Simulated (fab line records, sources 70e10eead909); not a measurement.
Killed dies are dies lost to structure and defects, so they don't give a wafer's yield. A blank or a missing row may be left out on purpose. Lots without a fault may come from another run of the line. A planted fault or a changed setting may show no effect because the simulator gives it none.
fab line records | flow nand_harc
record lots=12 wafers=36 last_day=33
route steps=1302 shown A_ZERO_WELL@401 A_SOURCE_PLATE@416 A_ONON_D1@424 END@1302
lots that met no fault: from a run of the same line without faults
start_h: hours from the record's first day to the start of the lot's first wafer shown | wait_h: hours since the lot's step before | " the same as in the row above | L1.1+2: a row that stands for several wafers | - no value, or no start given | * or withheld: withheld | < > ~ a bound
route shown NAME@n: a module of which the file shows steps, and the number in the route of the first | usual: mean/standard deviation of fault-free wafers | same: alike in all rows | chamber/n: place in a boat | sites: the reading at each site | _std_site: their standard deviation | _edge_site: outer sites' mean less inner sites' | radius_mm: how far each site lies from the wafer's centre | mask NAME#n: copy n | behind: the tool/chamber that last shaped the wafer | hold: why the lot was held/for how many hours/how that ended | device: the transistor (n, p or np) that didn't switch | end of line: the same wafers' tests at the end of the route | a step without rows: its recipe alone | killed: dies lost to structure and defects at the first sort, not the wafer's yield | map: a wafer's dies, x killed, . not, _ none there
set.NAME: the setting as run; set.NAME@STEP: as run at that earlier step | model.NAME: the simulator's own value behind a step, which no gauge read
steps of the route over a sample of lots; a table a step, a row a wafer
services: from which hour (start_h, from the record's first day; less than 0 if before it) a tool's chamber was out of use, for how many hours, and why
## steps
# step NHARC_A_ZERO_WELL_CD_MEAS_10
# recipe target_cd_nm=2000 landing_energy_ev=500
# usual cd_nm=2000.0/1.7
# columns lot.wafer tool chamber start_h wait_h cd_nm
L144.1 cd_sem-02 0 178.12 - 2004.0
L144.2 " 0 " " 2000.8
L144.5 " 0 " " 2000.6
L146.1 cd_sem-01 0 196.68 - 1998.6
L146.3 " 0 " " 1996.3
L146.5 " 0 " " 1996.5
L145.1 cd_sem-02 0 197.65 - 1998.7
L145.2 " 0 " " 1998.3
L145.5 " 0 " " 2001.7
L147.3 cd_sem-03 0 211.67 - 2000.2
L147.4 " 0 " " 2002.0
L147.6 " 0 " " 1999.3
L149.1 cd_sem-02 0 244.58 - 1999.1
L149.2 " 0 " " 1998.0
L149.3 " 0 " " 1999.8
L150.2 cd_sem-01 0 248.44 - 2001.5
L150.3 " 0 " " 1998.2
L150.6 " 0 " " 1997.8
L151.1 cd_sem-03 0 253.54 - 1999.8
L151.2 " 0 " " 1998.3
L151.6 " 0 " " 2001.1
L153.1 cd_sem-02 0 264.87 - 1998.6
L153.4 " 0 " " 2001.8
L153.6 " 0 " " 1997.9
L159.1 cd_sem-01 0 327.41 - 1995.3
L159.2 " 0 " " 2000.1
L159.3 " 0 " " 1998.5
L160.2 cd_sem-02 0 334.86 - 1997.2
L160.4 " 0 " " 2000.7
L160.5 " 0 " " 2000.4
L161.3 cd_sem-01 0 346.36 - 1998.5
L161.4 " 0 " " 1998.2
L161.6 " 0 " " 1997.8
L163.1 cd_sem-03 0 370.49 - 1999.7
L163.2 " 0 " " 2004.2
L163.6 " 0 " " 1999.1
# step NHARC_A_ZERO_WELL_ETCH_13
# recipe target_depth_a=1200 time_s=40.1 hbr_flow_sccm=150 cl2_flow_sccm=50 rf_w=400 icp_w=400 bias_w=100 chemistry=HBr/Cl2
# usual chamber_pressure_mTorr=14.999/0.014 drypump_motor_current_A=5.8/0.48 oes_product_au=1.002/0.0094 throttle_valve_pct=26.404/0.0087
# columns lot.wafer tool chamber start_h wait_h chamber_pressure_mTorr drypump_motor_current_A oes_product_au rf_hours_counter_h throttle_valve_pct
L144.1 rie_si-05 2 178.48 - 14.988 6.2 1.005 0.28 26.381
L144.2 " 3 " " 14.989 6.6 1.004 0.27 26.402
L144.5 " 3 " " 14.996 6.6 0.996 - 26.405
L146.3 rie_si-05 0 197.06 - 14.999 5.5 1.008 0.36 26.411
L146.1 " 1 " " 14.981 6.0 1.014 0.36 26.410
L146.5 " 3 " " 14.999 6.6 0.995 - 26.410
L145.1 rie_si-04 3 198.03 - 14.990 5.0 1.012 0.27 26.410
L145.2 " 0 " " 14.998 5.2 1.001 0.25 26.419
L145.5 " 2 " " 14.981 6.3 0.988 - 26.387
L147.4 rie_si-05 3 212.05 - 15.009 6.6 1.019 0.46 26.409
L147.3 " 0 " " 14.990 5.6 1.002 0.46 26.417
L147.6 " 2 " " 14.987 6.2 1.011 - 26.408
L149.3 rie_si-04 3 244.98 - 14.991 5.0 1.003 0.53 26.402
L149.1 " 1 " " 14.999 5.8 1.009 0.39 26.399
L149.2 " 2 " " 14.984 6.3 0.989 0.42 26.397
L150.2 rie_si-05 3 248.82 - 15.015 6.6 1.003 0.71 26.403
L150.3 " 0 " " 15.016 5.6 1.019 0.70 26.394
L150.6 " 2 " " 14.984 6.2 1.011 - 26.392
L151.1 rie_si-04 3 253.92 - 15.030 5.0 1.002 0.58 26.414
L151.2 " 2 " " 14.978 6.3 0.998 0.44 26.384
L151.6 " 0 " " 14.997 5.2 1.006 - 26.413
L153.4 rie_si-01 2 265.23 - 14.986 5.5 0.991 0.44 26.405
L153.1 " 1 " " 15.011 5.8 1.003 0.36 26.410
L153.6 " 3 " " 15.006 5.6 1.005 - 26.397
L159.1 rie_si-01 3 327.79 - 14.994 5.6 1.015 0.89 26.400
L159.3 " 0 " " 14.993 6.4 1.007 0.75 26.408
L159.2 " 1 " " 15.022 5.8 0.985 0.67 26.408
L160.4 rie_si-01 3 335.21 - 15.005 5.6 1.010 0.94 26.407
L160.2 " 2 " " 14.987 5.4 0.991 0.86 26.414
L160.5 " 3 " " 14.987 5.6 1.008 - 26.404
L161.3 rie_si-05 1 346.74 - 14.995 6.1 0.999 0.19 26.406
L161.4 " 2 " " 14.987 6.2 0.999 0.21 26.395
L161.6 " 0 " " 15.012 5.6 0.989 - 26.410
L163.2 rie_si-04 1 370.87 - 14.993 5.8 0.998 0.17 26.382
L163.1 " 2 " " 15.013 6.3 0.993 0.21 26.400
L163.6 " 3 " " 14.993 5.0 1.003 - 26.399
# step NHARC_A_SOURCE_PLATE_THK_MEAS_09
# recipe thk_meas_gauge=ellipsometry
# usual thk_nm=9.6/1.1
# columns lot.wafer tool chamber start_h wait_h thk_nm
L144.1 film_metro-02 - 187.05 0.4 9.2
L144.2 " - " " 9.3
L144.5 " - " " 9.9
L146.1 film_metro-02 - 205.66 0.4 10.9
L146.3 " - " " 9.5
L146.5 " - " " 7.3
L145.1 film_metro-01 - 205.66 0.4 11.5
L145.2 " - " " 10.1
L145.5 " - " " 10.1
L147.3 film_metro-02 - 220.42 0.4 8.7
L147.4 " - " " 8.8
L147.6 " - " " 9.4
L149.1 film_metro-01 - 253.39 0.4 7.6
L149.2 " - " " 9.6
L149.3 " - " " 8.7
L150.2 film_metro-01 - 257.06 0.4 10.8
L150.3 " - " " 11.3
L150.6 " - " " 12.1
L151.1 film_metro-02 - 261.90 0.4 11.0
L151.2 " - " " 7.7
L151.6 " - " " 11.3
L153.1 film_metro-02 - 273.14 0.4 9.2
L153.4 " - " " 8.4
L153.6 " - " " 11.7
L159.1 film_metro-02 - 335.74 0.4 9.0
L159.2 " - " " 10.4
L159.3 " - " " 9.5
L160.2 film_metro-01 - 344.18 0.4 8.6
L160.4 " - " " 10.6
L160.5 " - " " 9.9
L161.3 film_metro-01 - 357.21 0.4 11.5
L161.4 " - " " 8.8
L161.6 " - " " 8.9
L163.1 film_metro-01 - 377.43 0.4 8.9
L163.2 " - " " 9.4
L163.6 " - " " 7.5
# step NHARC_A_ONON_D1_DEP_00
# recipe target_thk_a=10000 n2_flow_sccm=2750 n2o_flow_sccm=2000 nh3_flow_sccm=500 sih4_flow_sccm=210 temp_c=400
# usual sih4_flow_sccm=209.8/0.64
# columns lot.wafer tool chamber start_h wait_h sih4_flow_sccm
L144.1 pecvd_onon-03 0 199.76 0.1 211.0
L144.2 " 0 " " 209.4
L144.5 " 0 " " 209.5
L146.1 pecvd_onon-02 0 218.77 0.1 209.0
L146.3 " 0 " " 209.3
L146.5 " 0 " " 208.5
L145.1 pecvd_onon-04 0 218.77 0.1 209.7
L145.2 " 0 " " 208.5
L145.5 " 0 " " 208.9
L147.3 pecvd_onon-02 0 236.18 0.2 211.3
L147.4 " 0 " " 209.5
L147.6 " 0 " " 209.9
L149.1 pecvd_onon-02 0 268.14 0.1 210.0
L149.2 " 0 " " 209.9
L149.3 " 0 " " 210.4
L150.2 pecvd_onon-04 0 268.20 0.1 210.3
L150.3 " 0 " " 210.2
L150.6 " 0 " " 210.2
L151.1 pecvd_onon-02 0 275.01 0.1 210.3
L151.2 " 0 " " 209.5
L151.6 " 0 " " 210.2
L153.1 pecvd_onon-03 0 285.88 0.1 211.1
L153.4 " 0 " " 209.3
L153.6 " 0 " " 209.9
L159.1 pecvd_onon-02 0 348.84 0.1 210.0
L159.2 " 0 " " 209.7
L159.3 " 0 " " 209.5
L160.2 pecvd_onon-02 0 358.72 0.1 210.2
L160.4 " 0 " " 209.5
L160.5 " 0 " " 209.4
L161.3 pecvd_onon-04 0 370.40 0.2 209.2
L161.4 " 0 " " 208.8
L161.6 " 0 " " 209.1
L163.1 pecvd_onon-03 0 390.47 0.1 209.3
L163.2 " 0 " " 209.7
L163.6 " 0 " " 209.6
# step NHARC_A_ONON_D1_THK_MEAS_02
# recipe thk_meas_gauge=ellipsometry
# usual thk_nm=1003/9
# columns lot.wafer tool chamber start_h wait_h hold thk_nm
L144.1 film_metro-01 - 200.27 - - 1026
L144.2 " - " " - 1026
L144.5 " - " " - 1026
L146.1 film_metro-01 - 219.28 - - 1002
L146.3 " - " " - 1003
L146.5 " - " " - 1003
L145.1 film_metro-02 - 219.29 - - 995
L145.2 " - " " - 995
L145.5 " - " " - 997
L147.3 film_metro-02 - 236.57 - - 1013
L147.4 " - " " - 1015
L147.6 " - " " - 1014
L149.1 film_metro-01 - 268.65 - - 1003
L149.2 " - " " - 1004
L149.3 " - " " - 1006
L150.2 film_metro-02 - 268.66 - - 989
L150.3 " - " " - 987
L150.6 " - " " - 989
L151.1 film_metro-01 - 275.52 - - 1008
L151.2 " - " " - 1009
L151.6 " - " " - 1010
L153.1 film_metro-01 - 286.39 - - 997
L153.4 " - " " - 995
L153.6 " - " " - 995
L159.1 film_metro-02 - 349.34 - await_dispo/0.2h/release 1360
L159.2 " - " " await_dispo/0.2h/release 1361
L159.3 " - " " await_dispo/0.2h/release 1003
L159.1 film_metro-02 - 349.52 0.2 - 1360
L159.2 " - " " - 1360
L159.3 " - " " - 1005
L160.2 film_metro-02 - 359.18 - await_dispo/0.2h/release 1349
L160.4 " - " " await_dispo/0.2h/release 1347
L160.5 " - " " await_dispo/0.2h/release 993
L160.2 film_metro-02 - 359.35 0.2 - 1349
L160.4 " - " " - 1347
L160.5 " - " " - 994
L161.3 film_metro-02 - 370.80 - - 1015
L161.4 " - " " - 1013
L161.6 " - " " - 1015
L163.1 film_metro-02 - 390.98 - - 1004
L163.2 " - " " - 1007
L163.6 " - " " - 1003
# step NHARC_END_SORT_01
# recipe temp_c=25
# usual killed_at_array=59/16 killed_at_other=0.8/1.1 killed_at_periphery=3.6/2.4 killed_dies=64/16 killed_open=3.4/1.8 killed_short=2.5/1.6
# same gross_dies=677
# columns lot.wafer tool chamber start_h wait_h hold killed_at_array killed_at_other killed_at_periphery killed_dies killed_open killed_short
L144.1 prober-01 0 594.62 2.5 - 40 3 4 47 3 2
L144.2 prober-01 0 595.42 2.8 - 43 3 4 50 4 8
L144.5 prober-01 0 597.80 3.7 - 58 2 5 65 3 2
L146.1 prober-01 0 613.55 2.5 - 70 0 4 74 5 1
L146.3 prober-01 0 615.16 3.1 - 71 0 8 79 9 2
L146.5 prober-01 0 616.76 3.7 - 83 0 4 87 2 1
L145.1 prober-02 0 613.59 2.5 - 61 1 6 68 5 2
L145.2 prober-02 0 614.40 2.8 - 60 1 1 62 2 4
L145.5 prober-02 0 616.82 3.7 - 55 1 1 57 4 3
L147.3 prober-01 0 632.97 3.1 - 70 0 0 70 1 2
L147.4 prober-01 0 633.76 3.4 - 47 0 3 50 7 3
L147.6 prober-01 0 635.33 3.9 - 48 0 0 48 0 0
L151.1 prober-01 0 682.31 2.5 - 85 1 1 87 2 3
L151.2 prober-01 0 683.11 2.8 - 68 1 2 71 3 2
L151.6 prober-01 0 686.30 4.0 - 77 0 4 81 4 3
L153.1 prober-02 0 682.34 2.5 - 38 0 5 43 2 3
L153.4 prober-02 0 684.71 3.4 - 46 1 7 54 3 3
L153.6 prober-02 0 686.28 3.9 - 54 0 7 61 5 4
L149.1 prober-02 0 690.10 2.5 - 64 1 8 73 5 1
L149.2 prober-02 0 690.90 2.8 - 60 3 2 65 2 1
L149.3 prober-02 0 691.70 3.1 - 52 0 8 60 3 0
L150.2 prober-02 0 698.70 2.8 - 67 0 4 71 6 0
L150.3 prober-02 0 699.51 3.1 - 67 0 3 70 5 4
L150.6 prober-02 0 701.94 4.0 - 61 1 2 64 0 2
L159.1 prober-01 0 753.38 2.5 await_dispo/2.0h/release 673 0 4 677 4 1
L159.2 prober-01 0 754.17 2.8 await_dispo/2.0h/release 675 0 2 677 0 1
L159.3 prober-01 0 754.95 3.1 await_dispo/2.0h/release 51 0 4 55 2 3
L160.2 prober-01 0 764.27 2.8 await_dispo/1.9h/release 674 0 3 677 3 2
L160.4 prober-01 0 765.85 3.4 await_dispo/1.9h/release 676 0 1 677 5 3
L160.5 prober-01 0 766.64 3.7 await_dispo/1.9h/release 71 0 0 71 3 3
L161.3 prober-02 0 781.13 3.1 - 48 2 10 60 2 2
L161.4 prober-02 0 781.94 3.5 - 50 4 4 58 4 1
L161.6 prober-02 0 783.58 4.1 - 44 2 5 51 1 1
L163.1 prober-01 0 789.01 2.5 - 28 0 1 29 4 3
L163.2 prober-01 0 789.83 2.8 - 41 1 3 45 4 4
L163.6 prober-01 0 793.08 4.1 - 29 0 1 30 2 2
# killed by level:class
L144.1 A_CHANNEL_HOLE_D2:chamber_film_flake=28 A_STAIRCASE:chamber_film_flake=3 A_CONTACT:chamber_film_flake=3 THIN_TSV:chamber_film_flake=3 P_GATE:chamber_film_flake=2 A_CHANNEL_HOLE_D1:chamber_film_flake=2 P_M1:geometric_particle:open=1 A_CHANNEL_FILL_D1:geometric_particle:short=1
L144.2 A_CHANNEL_HOLE_D2:chamber_film_flake=27 A_CHANNEL_FILL_D2:geometric_particle:short=3 A_ONON_D1:geometric_particle:short=2 P_GATE:chamber_film_flake=2 A_CHANNEL_HOLE_D1:chamber_film_flake=2 A_STAIRCASE:chamber_film_flake=2 THIN_TSV:chamber_film_flake=2 P_M0:geometric_particle:open=1
L144.5 A_CHANNEL_HOLE_D2:chamber_film_flake=37 A_CONTACT:chamber_film_flake=6 A_SLIT:chamber_film_flake=5 A_STAIRCASE:chamber_film_flake=4 A_CHANNEL_HOLE_D1:chamber_film_flake=3 P_M1:chamber_film_flake=2 THIN_TSV:chamber_film_flake=2 P_CONTACT:geometric_particle:open=1
L146.1 A_CHANNEL_HOLE_D2:chamber_film_flake=32 A_SLIT:chamber_film_flake=22 A_CHANNEL_HOLE_D1:chamber_film_flake=6 A_CONTACT:chamber_film_flake=4 P_GATE:geometric_particle:open=2 P_ZERO_WELL:chamber_film_flake=2 A_STAIRCASE:chamber_film_flake=2 A_ONON_D1:geometric_particle:short=1
L145.1 A_CHANNEL_HOLE_D1:chamber_film_flake=35 A_CHANNEL_HOLE_D2:chamber_film_flake=14 P_ZERO_WELL:chamber_film_flake=4 A_STAIRCASE:chamber_film_flake=4 A_CONTACT:chamber_film_flake=2 P_CONTACT:geometric_particle:open=1 P_M1:geometric_particle:open=1 A_SOURCE_PLATE:geometric_particle:short=1
L145.2 A_CHANNEL_HOLE_D1:chamber_film_flake=39 A_CHANNEL_HOLE_D2:chamber_film_flake=8 A_WL_FILL:geometric_particle:short=3 A_CONTACT:chamber_film_flake=3 A_STAIRCASE:chamber_film_flake=3 A_CHANNEL_HOLE_D2:geometric_particle:short=1 A_CHANNEL_FILL_D2:geometric_particle:open=1 A_WL_FILL:geometric_particle:open=1
L146.3 A_SLIT:chamber_film_flake=32 A_CHANNEL_HOLE_D2:chamber_film_flake=24 A_CHANNEL_HOLE_D1:chamber_film_flake=4 A_CONTACT:chamber_film_flake=4 P_GATE:geometric_particle:open=2 P_ZERO_WELL:chamber_film_flake=2 A_STAIRCASE:chamber_film_flake=2 P_CONTACT:geometric_particle:short=1
L146.5 A_CHANNEL_HOLE_D2:chamber_film_flake=39 A_SLIT:chamber_film_flake=31 A_CHANNEL_HOLE_D1:chamber_film_flake=4 A_CONTACT:chamber_film_flake=3 A_STAIRCASE:chamber_film_flake=2 A_M1:chamber_film_flake=2 P_M0:geometric_particle:open=1 A_SOURCE_PLATE:geometric_particle:short=1
L145.5 A_CHANNEL_HOLE_D1:chamber_film_flake=29 A_CHANNEL_HOLE_D2:chamber_film_flake=15 A_STAIRCASE:chamber_film_flake=3 A_CHANNEL_FILL_D1:geometric_particle:open=2 A_CHANNEL_FILL_D1:chamber_film_flake=2 P_CONTACT:geometric_particle:open=1 A_CHANNEL_HOLE_D1:geometric_particle:short=1 A_DECK1_JOINT:geometric_particle:short=1
L147.3 A_CHANNEL_HOLE_D2:chamber_film_flake=41 A_CONTACT:chamber_film_flake=13 A_CHANNEL_HOLE_D1:chamber_film_flake=5 A_WL_FILL:chamber_film_flake=4 A_STAIRCASE:chamber_film_flake=3 A_ONON_D2:geometric_particle:short=2 A_CHANNEL_FILL_D1:geometric_particle:open=1 A_SLIT:chamber_film_flake=1
L147.4 A_CHANNEL_HOLE_D2:chamber_film_flake=28 A_CONTACT:chamber_film_flake=8 A_CHANNEL_HOLE_D1:chamber_film_flake=2 P_M0:geometric_particle:open=1 P_M2:geometric_particle:short=1 P_BONDPAD:geometric_particle:open=1 A_SOURCE_PLATE:geometric_particle:open=1 A_CHANNEL_FILL_D1:geometric_particle:short=1
L147.6 A_CHANNEL_HOLE_D2:chamber_film_flake=27 A_CONTACT:chamber_film_flake=11 A_CHANNEL_HOLE_D1:chamber_film_flake=4 A_STAIRCASE:chamber_film_flake=3 A_WL_FILL:chamber_film_flake=2 A_CHANNEL_FILL_D2:chamber_film_flake=1
L151.1 A_CHANNEL_HOLE_D1:chamber_film_flake=38 A_SLIT:chamber_film_flake=32 A_CONTACT:chamber_film_flake=5 A_WL_FILL:chamber_film_flake=3 P_M0:geometric_particle:open=1 A_CHANNEL_HOLE_D1:geometric_particle:short=1 A_CHANNEL_FILL_D1:geometric_particle:open=1 A_SGD_CUT:geometric_particle:short=1
L153.1 A_SLIT:chamber_film_flake=25 A_CHANNEL_HOLE_D1:chamber_film_flake=5 P_STI:chamber_film_flake=4 A_CONTACT:chamber_film_flake=3 P_M0:geometric_particle:open=1 A_ONON_D1:geometric_particle:short=1 A_DECK1_JOINT:geometric_particle:short=1 A_CHANNEL_FILL_D2:geometric_particle:short=1
L151.2 A_SLIT:chamber_film_flake=30 A_CHANNEL_HOLE_D1:chamber_film_flake=25 A_CONTACT:chamber_film_flake=4 A_STAIRCASE:chamber_film_flake=2 P_M0:geometric_particle:open=1 A_CHANNEL_FILL_D1:geometric_particle:open=1 A_DECK1_JOINT:geometric_particle:short=1 A_ONON_D2:geometric_particle:short=1
L153.4 A_SLIT:chamber_film_flake=29 A_CHANNEL_HOLE_D1:chamber_film_flake=6 P_STI:chamber_film_flake=4 A_CONTACT:chamber_film_flake=3 P_M0:geometric_particle:open=2 A_CHANNEL_FILL_D1:chamber_film_flake=2 A_STAIRCASE:chamber_film_flake=2 A_BLC:geometric_particle:short=1
L153.6 A_SLIT:chamber_film_flake=34 A_CHANNEL_HOLE_D1:chamber_film_flake=6 P_STI:chamber_film_flake=5 A_CONTACT:chamber_film_flake=4 A_CHANNEL_HOLE_D1:geometric_particle:short=2 P_M0:geometric_particle:open=1 P_BONDPAD:geometric_particle:short=1 A_CHANNEL_FILL_D1:geometric_particle:open=1
L151.6 A_CHANNEL_HOLE_D1:chamber_film_flake=36 A_SLIT:chamber_film_flake=25 A_CONTACT:chamber_film_flake=7 P_GATE:geometric_particle:open=2 A_CHANNEL_FILL_D2:chamber_film_flake=2 A_ONON_D1:geometric_particle:short=1 A_CHANNEL_FILL_D2:geometric_particle:open=1 A_STAIRCASE:geometric_particle:short=1
L149.1 A_CHANNEL_HOLE_D1:chamber_film_flake=29 A_CHANNEL_HOLE_D2:chamber_film_flake=16 A_CONTACT:chamber_film_flake=5 P_M0:chamber_film_flake=5 A_STAIRCASE:chamber_film_flake=4 A_DECK1_JOINT:chamber_film_flake=3 A_CHANNEL_FILL_D1:chamber_film_flake=2 P_M0:geometric_particle:open=1
L149.2 A_CHANNEL_HOLE_D1:chamber_film_flake=35 A_CHANNEL_HOLE_D2:chamber_film_flake=14 A_STAIRCASE:chamber_film_flake=3 THIN_TSV:chamber_film_flake=3 A_CHANNEL_FILL_D1:chamber_film_flake=2 A_DECK1_JOINT:chamber_film_flake=2 P_GATE:geometric_particle:open=1 A_CHANNEL_FILL_D2:geometric_particle:open=1
L149.3 A_CHANNEL_HOLE_D1:chamber_film_flake=29 A_CHANNEL_HOLE_D2:chamber_film_flake=8 P_M0:chamber_film_flake=5 A_CHANNEL_FILL_D1:chamber_film_flake=4 A_STAIRCASE:chamber_film_flake=4 A_CONTACT:chamber_film_flake=4 P_CONTACT:geometric_particle:open=2 A_ONON_D1:geometric_particle:open=1
L150.2 A_CHANNEL_HOLE_D1:chamber_film_flake=35 A_SLIT:chamber_film_flake=24 A_ONON_D2:geometric_particle:open=2 P_M2:geometric_particle:open=1 A_CHANNEL_FILL_D1:geometric_particle:open=1 A_SLIT:geometric_particle:open=1 A_M0:geometric_particle:open=1 P_ZERO_WELL:chamber_film_flake=1
L150.3 A_SLIT:chamber_film_flake=29 A_CHANNEL_HOLE_D1:chamber_film_flake=22 A_CONTACT:chamber_film_flake=4 P_M0:chamber_film_flake=2 P_GATE:geometric_particle:open=1 A_SOURCE_PLATE:geometric_particle:short=1 A_CHANNEL_HOLE_D1:geometric_particle:open=1 A_ONON_D2:geometric_particle:short=1
L150.6 A_CHANNEL_HOLE_D1:chamber_film_flake=29 A_SLIT:chamber_film_flake=20 A_CONTACT:chamber_film_flake=4 A_CHANNEL_HOLE_D2:chamber_film_flake=2 A_STAIRCASE:chamber_film_flake=2 A_WL_FILL:chamber_film_flake=2 A_ONON_D1:geometric_particle:short=1 A_ONON_D2:geometric_particle:short=1
L159.1 A_ONON_D1:area_dep=601 A_SLIT:chamber_film_flake=36 A_CHANNEL_HOLE_D1:chamber_film_flake=17 A_STAIRCASE:chamber_film_flake=5 A_CHANNEL_HOLE_D2:chamber_film_flake=4 P_STI:chamber_film_flake=2 A_CONTACT:chamber_film_flake=2 A_M0:chamber_film_flake=2
L159.2 A_ONON_D1:area_dep=619 A_SLIT:chamber_film_flake=30 A_CHANNEL_HOLE_D1:chamber_film_flake=14 A_CONTACT:chamber_film_flake=6 P_GATE:chamber_film_flake=2 A_CHANNEL_HOLE_D2:chamber_film_flake=2 A_STAIRCASE:chamber_film_flake=2 A_CHANNEL_HOLE_D1:geometric_particle:short=1
L159.3 A_SLIT:chamber_film_flake=36 A_CHANNEL_HOLE_D1:chamber_film_flake=8 A_CONTACT:chamber_film_flake=2 P_GATE:geometric_particle:open=1 P_CONTACT:geometric_particle:short=1 A_SOURCE_PLATE:geometric_particle:short=1 A_CHANNEL_FILL_D1:geometric_particle:short=1 A_DECK1_JOINT:geometric_particle:open=1
L160.2 A_ONON_D1:area_dep=621 A_CHANNEL_HOLE_D2:chamber_film_flake=24 A_CHANNEL_HOLE_D1:chamber_film_flake=14 A_CONTACT:chamber_film_flake=4 A_SLIT:chamber_film_flake=3 A_STAIRCASE:chamber_film_flake=3 P_STI:geometric_particle:short=1 P_M0:geometric_particle:open=1
L160.4 A_ONON_D1:area_dep=614 A_CHANNEL_HOLE_D2:chamber_film_flake=27 A_CHANNEL_HOLE_D1:chamber_film_flake=18 A_STAIRCASE:chamber_film_flake=5 A_WL_FILL:geometric_particle:short=2 A_M0:geometric_particle:open=2 A_SLIT:chamber_film_flake=2 A_CONTACT:chamber_film_flake=2
L160.5 A_CHANNEL_HOLE_D2:chamber_film_flake=24 A_CHANNEL_HOLE_D1:chamber_film_flake=14 A_CONTACT:chamber_film_flake=10 A_STAIRCASE:chamber_film_flake=8 A_SLIT:chamber_film_flake=6 A_WL_FILL:chamber_film_flake=2 A_CHANNEL_FILL_D1:geometric_particle:short=1 A_DECK1_JOINT:geometric_particle:open=1
L161.3 A_SLIT:chamber_film_flake=32 P_GATE:chamber_film_flake=9 A_STAIRCASE:chamber_film_flake=4 A_CONTACT:chamber_film_flake=3 A_CHANNEL_HOLE_D1:unspecified=2 A_CHANNEL_HOLE_D2:chamber_film_flake=2 THIN_TSV:chamber_film_flake=2 A_CHANNEL_FILL_D1:geometric_particle:short=1
L161.4 A_SLIT:chamber_film_flake=34 THIN_TSV:chamber_film_flake=4 P_GATE:chamber_film_flake=3 A_STAIRCASE:chamber_film_flake=3 A_BLC:geometric_particle:open=2 A_ZERO_WELL:chamber_film_flake=2 A_CHANNEL_HOLE_D1:unspecified=2 A_CHANNEL_HOLE_D1:chamber_film_flake=2
L161.6 A_SLIT:chamber_film_flake=30 P_GATE:chamber_film_flake=5 A_CONTACT:chamber_film_flake=4 A_CHANNEL_HOLE_D1:unspecified=3 A_CHANNEL_HOLE_D1:chamber_film_flake=2 THIN_TSV:chamber_film_flake=2 A_CHANNEL_HOLE_D1:geometric_particle:short=1 A_M0:geometric_particle:open=1
L163.1 A_SLIT:chamber_film_flake=7 A_CONTACT:chamber_film_flake=5 A_CHANNEL_HOLE_D1:chamber_film_flake=3 A_DECK1_JOINT:geometric_particle:open=2 A_CHANNEL_HOLE_D1:geometric_particle:open=1 A_CHANNEL_FILL_D1:geometric_particle:short=1 A_ONON_D2:geometric_particle:short=1 A_CHANNEL_HOLE_D2:geometric_particle:open=1
L163.2 A_SLIT:chamber_film_flake=12 A_CHANNEL_HOLE_D1:chamber_film_flake=9 A_CONTACT:chamber_film_flake=5 A_STAIRCASE:chamber_film_flake=4 A_ONON_D1:geometric_particle:open=2 A_M1:chamber_film_flake=2 P_CONTACT:geometric_particle:short=1 A_WL_FILL:geometric_particle:short=1
L163.6 A_SLIT:chamber_film_flake=8 A_CHANNEL_HOLE_D1:chamber_film_flake=4 A_STAIRCASE:chamber_film_flake=3 A_WL_FILL:chamber_film_flake=3 A_M1:chamber_film_flake=2 A_ONON_D1:geometric_particle:open=1 A_CHANNEL_FILL_D1:geometric_particle:short=1 A_WL_FILL:geometric_particle:open=1
## services
# columns tool chamber start_h hours kind
rie_si-04 - 165.00 9.0 pm
rie_si-01 - 169.34 14.0 repair
pecvd_onon-02 - 178.19 0.3 repair
pecvd_onon-02 - 185.00 13.0 pm
rie_si-01 - 193.00 9.0 pm
pecvd_onon-03 - 227.00 13.0 pm
rie_si-05 0 237.98 4.0 repair
rie_si-04 1 248.13 37.9 repair
rie_si-05 3 261.81 10.2 repair
rie_si-05 1 293.70 12.3 repair
rie_si-05 - 305.05 9.0 pm
rie_si-05 0 305.05 9.0 vent_cycle
rie_si-05 2 305.05 9.0 vent_cycle
rie_si-05 3 305.05 9.0 vent_cycle
pecvd_onon-04 - 311.31 13.0 pm
rie_si-05 0 314.05 - clean
rie_si-05 1 314.05 - clean
rie_si-04 2 322.18 1.9 repair
rie_si-05 3 334.30 4.7 repair
rie_si-04 - 342.00 9.0 pm
rie_si-01 3 350.26 8.3 repair
pecvd_onon-02 - 366.00 13.0 pm
rie_si-01 - 370.00 9.0 pm
rie_si-05 - 384.88 0.3 repair
## key
first_sign step=NHARC_A_ONON_D1_THK_MEAS_02 reading=visit direction=added
effect step=NHARC_A_ONON_D1_THK_MEAS_02 reading=thk_nm direction=up sigmas=39 usual=1003 struck=1354
effect step=NHARC_END_SORT_01 reading=killed_dies direction=up sigmas=39 usual=64 struck=677
more_kills_born_at NHARC_A_ONON_D1_DEP_00@pecvd_onon-02=2455
met_at NHARC_A_ONON_D1_DEP_00
struck_lots L159,L160
struck_wafers L159.1,L159.2,L160.2,L160.4
later_rows_left_out L159.1,L159.2,L160.2,L160.4
tester_left_out L159,L160
not_acting_at NHARC_A_ZERO_WELL_CD_MEAS_10,NHARC_A_ZERO_WELL_ETCH_13,NHARC_A_SOURCE_PLATE_THK_MEAS_09
onset_between 275.01 348.84
fault kind=process_parameter_drift tool=pecvd_onon-02 chamber=- onset_h=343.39 steps=NHARC_A_ONON_D1_DEP_00 channel=target_thk_a offset=* shape=step end_h=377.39 scope=struck_wafers_only acts_in=* stated=*
# tester_left_out: of these lots the tester's yield and bins aren't shown, on N5 and GAA mostly nor the transistor test; their killed dies are dies lost to structure and defects alone, not to doping, threshold or leakage, so they don't give the yield
# later_rows_left_out: the simulator's readings of these wafers behind a module that went badly wrong aren't trusted and aren't shown, but for the sort
